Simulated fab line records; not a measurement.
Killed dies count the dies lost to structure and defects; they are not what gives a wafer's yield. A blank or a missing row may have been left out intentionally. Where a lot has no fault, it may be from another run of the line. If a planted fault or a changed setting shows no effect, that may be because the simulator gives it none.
Chamber matching :: flow n5Finfet :: 4 sister chambers for N5_BEOL_M8_DESCUM_33 on rieDiel-06
The step chemistry O2, time 7 s. 8 wafers are shown with their chamber, then 9 later ones without.

## WAFERS WITH THEIR CHAMBER
wafer: L077.3
chamber: 2
drypumpMotorCurrentA (A): 5.6
throttleValvePct (%): 20.46

wafer: L078.1
chamber: 3
drypumpMotorCurrentA (A): 6.6
throttleValvePct (%): 20.11

wafer: L081.3
chamber: 1
drypumpMotorCurrentA (A): 6.5
throttleValvePct (%): 20.38

wafer: L081.5
chamber: 2
drypumpMotorCurrentA (A): 5.6
throttleValvePct (%): 20.47

wafer: L081.6
chamber: 0
drypumpMotorCurrentA (A): 5.9
throttleValvePct (%): 20.34

wafer: L086.1
chamber: 1
drypumpMotorCurrentA (A): 6.4
throttleValvePct (%): 20.39

wafer: L086.5
chamber: 0
drypumpMotorCurrentA (A): 5.9
throttleValvePct (%): 20.36

wafer: L086.6
chamber: 3
drypumpMotorCurrentA (A): 6.6
throttleValvePct (%): 19.72

## WAFERS WITHOUT THEIR CHAMBER
wafer: L084.1
drypumpMotorCurrentA (A): 6.4
throttleValvePct (%): 20.40

wafer: L084.2
drypumpMotorCurrentA (A): 5.9
throttleValvePct (%): 20.37

wafer: L084.6
drypumpMotorCurrentA (A): 6.6
throttleValvePct (%): 19.75

wafer: L087.1
drypumpMotorCurrentA (A): 6.6
throttleValvePct (%): 19.73

wafer: L087.2
drypumpMotorCurrentA (A): 6.5
throttleValvePct (%): 20.39

wafer: L087.3
drypumpMotorCurrentA (A): 5.9
throttleValvePct (%): 20.39

wafer: L090.2
drypumpMotorCurrentA (A): 6.6
throttleValvePct (%): 19.73

wafer: L090.3
drypumpMotorCurrentA (A): 6.4
throttleValvePct (%): 20.40

wafer: L090.6
drypumpMotorCurrentA (A): 5.9
throttleValvePct (%): 20.37

## WHICH CHAMBER EACH WENT THROUGH
wafer: L084.1
from the rows above: 1
in truth: 1

wafer: L084.2
from the rows above: 0
in truth: 0

wafer: L084.6
from the rows above: 3
in truth: 3

wafer: L087.1
from the rows above: 3
in truth: 3

wafer: L087.2
from the rows above: 1
in truth: 1

wafer: L087.3
from the rows above: 0
in truth: 0

wafer: L090.2
from the rows above: 3
in truth: 3

wafer: L090.3
from the rows above: 1
in truth: 1

wafer: L090.6
from the rows above: 0
in truth: 0
9 of 9 placed correctly. Not placeable from these rows: 0. 0 placed wrongly.
How it was worked out, from the rows above alone: a wafer's distance from a chamber is the root of the sum, over the readings, of the square of ((its reading less the chamber's mean) divided by the reading's scatter). The wafer belongs to the nearest chamber; if the next one is less than 2 further off, it can't be placed. The mean given for a chamber averages the wafers shown for that chamber. The scatter: the root of (the sum of the squares of (reading less its chamber's mean) over the shown wafers, divided by (wafers less chambers)).
